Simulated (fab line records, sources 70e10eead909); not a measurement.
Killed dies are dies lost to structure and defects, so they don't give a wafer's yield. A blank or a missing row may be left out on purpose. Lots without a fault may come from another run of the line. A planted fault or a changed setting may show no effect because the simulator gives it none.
Which tool did it? | flow nand_harc | 14 lots, 42 wafers sampled, at 5 steps of a route of 1159

WHAT THE GAUGES READ, wafer by wafer
NHARC_A_ZERO_WELL_INSPECT_17.
lot  | measured     | on                | raw_defect_count
L866 | day 6 20:40  | defect_inspect-01 | 8 8 13
L865 | day 7 02:21  | defect_inspect-01 | 11 9 23
L873 | day 8 18:50  | defect_inspect-01 | 10 7 5
L874 | day 8 20:11  | defect_inspect-01 | 6 15 7
L880 | day 9 22:11  | defect_inspect-01 | 14 22 15
L876 | day 10 00:50 | defect_inspect-01 | 9 14 22
L879 | day 10 05:56 | defect_inspect-02 | 16 14 6
L878 | day 10 06:06 | defect_inspect-02 | 17 21 5
L882 | day 10 19:29 | defect_inspect-01 | 7 13 7
L883 | day 11 05:44 | defect_inspect-02 | 16 14 8
L885 | day 11 05:55 | defect_inspect-01 | 8 5 6
L884 | day 11 07:32 | defect_inspect-01 | 22 11 10
L887 | day 11 19:59 | defect_inspect-01 | 16 11 5
L888 | day 12 12:28 | defect_inspect-01 | 15 10 6

NHARC_A_SOURCE_PLATE_THK_MEAS_06: measures by ellipsometry.
lot  | measured     | on            | thk_nm (nm)
L866 | day 7 16:51  | film_metro-02 | 199.3 200.4 198.4
L865 | day 8 00:55  | film_metro-01 | 200.9 201.7 200.8
L873 | day 9 19:32  | film_metro-02 | 202.1 200.9 198.4
L874 | day 9 19:32  | film_metro-02 | 199.5 198.3 198.7
L880 | day 10 18:06 | film_metro-01 | 197.0 198.4 202.2
L876 | day 10 18:07 | film_metro-02 | 201.4 200.2 201.0
L879 | day 11 02:28 | film_metro-02 | 198.9 201.5 201.0
L878 | day 11 02:29 | film_metro-01 | 204.7 203.0 200.4
L882 | day 11 19:25 | film_metro-02 | 199.0 197.5 199.4
L883 | day 12 06:00 | film_metro-02 | 202.0 200.2 199.0
L885 | day 12 06:00 | film_metro-01 | 205.7 205.9 201.4
L884 | day 12 06:01 | film_metro-01 | 203.9 202.8 201.8
L887 | day 12 15:52 | film_metro-01 | 199.6 199.0 199.9
L888 | day 13 13:10 | film_metro-01 | 201.4 200.1 200.2

NHARC_A_ONON_D1_THK_MEAS_30: measures by ellipsometry.
lot  | measured     | on            | thk_nm (nm)
L866 | day 8 05:20  | film_metro-01 | 1017 1017 1020
L865 | day 8 14:01  | film_metro-02 | 996 995 998
L873 | day 10 07:49 | film_metro-02 | 1000 1001 1000
L874 | day 10 07:55 | film_metro-01 | 608 606 607
L880 | day 11 07:28 | film_metro-01 | 1005 1008 1006
L876 | day 11 07:19 | film_metro-02 | 596 597 598
L879 | day 11 14:54 | film_metro-01 | 1012 1013 1011
L878 | day 11 14:56 | film_metro-02 | 1002 1001 1002
L882 | day 12 10:23 | film_metro-02 | 992 992 993
L883 | day 12 18:50 | film_metro-02 | 1004 1005 1005
L885 | day 12 18:56 | film_metro-02 | 1010 1009 1008
L884 | day 12 19:18 | film_metro-02 | 1006 1006 1006
L887 | day 13 04:25 | film_metro-01 | 996 995 995
L888 | day 14 04:32 | film_metro-02 | 1009 1008 1009

NHARC_END_SORT_01.
lot  | measured     | on        | killed_at_array | killed_at_other | killed_at_periphery | killed_dies | killed_open | killed_short
L874 | day 21 22:05 | prober-02 | 676 673 674     | 0 1 0           | 1 3 3               | 677 677 677 | 6 2 5       | 1 1 1
L876 | day 22 13:23 | prober-02 | 676 675 677     | 0 0 0           | 1 2 0               | 677 677 677 | 0 3 3       | 6 1 1

WHICH TOOL RAN EACH LOT (tool, then ch and the chambers of the sampled wafers, then the start)
lot  | NHARC_A_ONON_D1_DEP_28
L866 | pecvd_onon-02 ch 0, day 8 04:56
L865 | pecvd_onon-01 ch 0, day 8 13:36
L873 | pecvd_onon-01 ch 0, day 10 07:18
L874 | pecvd_onon-03 ch 0, day 10 07:28
L880 | pecvd_onon-02 ch 0, day 11 07:01
L876 | pecvd_onon-03 ch 0, day 11 06:49
L879 | pecvd_onon-02 ch 0, day 11 14:23
L878 | pecvd_onon-01 ch 0, day 11 14:32
L882 | pecvd_onon-01 ch 0, day 12 09:56
L883 | pecvd_onon-01 ch 0, day 12 18:29
L885 | pecvd_onon-02 ch 0, day 12 18:26
L884 | pecvd_onon-02 ch 0, day 12 18:54
L887 | pecvd_onon-02 ch 0, day 13 03:58
L888 | pecvd_onon-02 ch 0, day 14 04:05
- NHARC_A_ONON_D1_DEP_28: target thk 1000 nm.

WHAT THE TOOLS THEMSELVES READ (means of the sampled wafers that have a number; where no wafer has one, the mark that the record gives instead)
NHARC_A_ONON_D1_DEP_28.
lot  | tool          | nh3_flow_sccm (sccm)
L866 | pecvd_onon-02 | 499.0
L865 | pecvd_onon-01 | 500.4
L873 | pecvd_onon-01 | 499.9
L874 | pecvd_onon-03 | 500.5
L880 | pecvd_onon-02 | 500.7
L876 | pecvd_onon-03 | 501.0
L879 | pecvd_onon-02 | 501.6
L878 | pecvd_onon-01 | 501.5
L882 | pecvd_onon-01 | 497.8
L883 | pecvd_onon-01 | 500.7
L885 | pecvd_onon-02 | 499.7
L884 | pecvd_onon-02 | 500.7
L887 | pecvd_onon-02 | 500.7
L888 | pecvd_onon-02 | 497.0

THE ANSWER, worked out from the rows above alone
Rule: what is usual is taken from the lots themselves. Put in order of their means at a reading, lots are off if they are a third of the lots or fewer, leave a main group of 4 or more, and stand apart from it by a gap of 3 or more times the standard deviation of the main group's means; of several such gaps the widest counts. A main group whose means are all the same, to the digits that the tables above print for the reading, isn't used. A lot without any number at a reading at which 4 lots or more have one is off too. The other lots that the step has rows for count as sound. The gauges are gone through in route order, then the tools' own readings, and for those a lot's mean is taken as printed above. The first step at which some lot is off is used, and at that step the reading that is off furthest; a lot without a number counts as furthest.
Off: L874, L876, at NHARC_A_ONON_D1_THK_MEAS_30 (thk_nm). The main group: mean 1004 nm, standard deviation 7.1.
A tool fits if, at a process step before that reading, it ran every lot that is off, and no sound lot after the first of them. The gauges at NHARC_A_ONON_D1_THK_MEAS_30 are tried like those tools. One fits: pecvd_onon-03 at NHARC_A_ONON_D1_DEP_28. It ran no sound lot before its first lot that is off in this sample, so the start can't be narrowed down.

WHAT THE SIMULATOR HAD PUT IN
Process parameter drift: pecvd_onon-03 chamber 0, from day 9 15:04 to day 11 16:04, at NHARC_A_ONON_D1_DEP_28. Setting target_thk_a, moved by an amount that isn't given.
Lots struck among those shown: L874, L876. The rule above found the same.
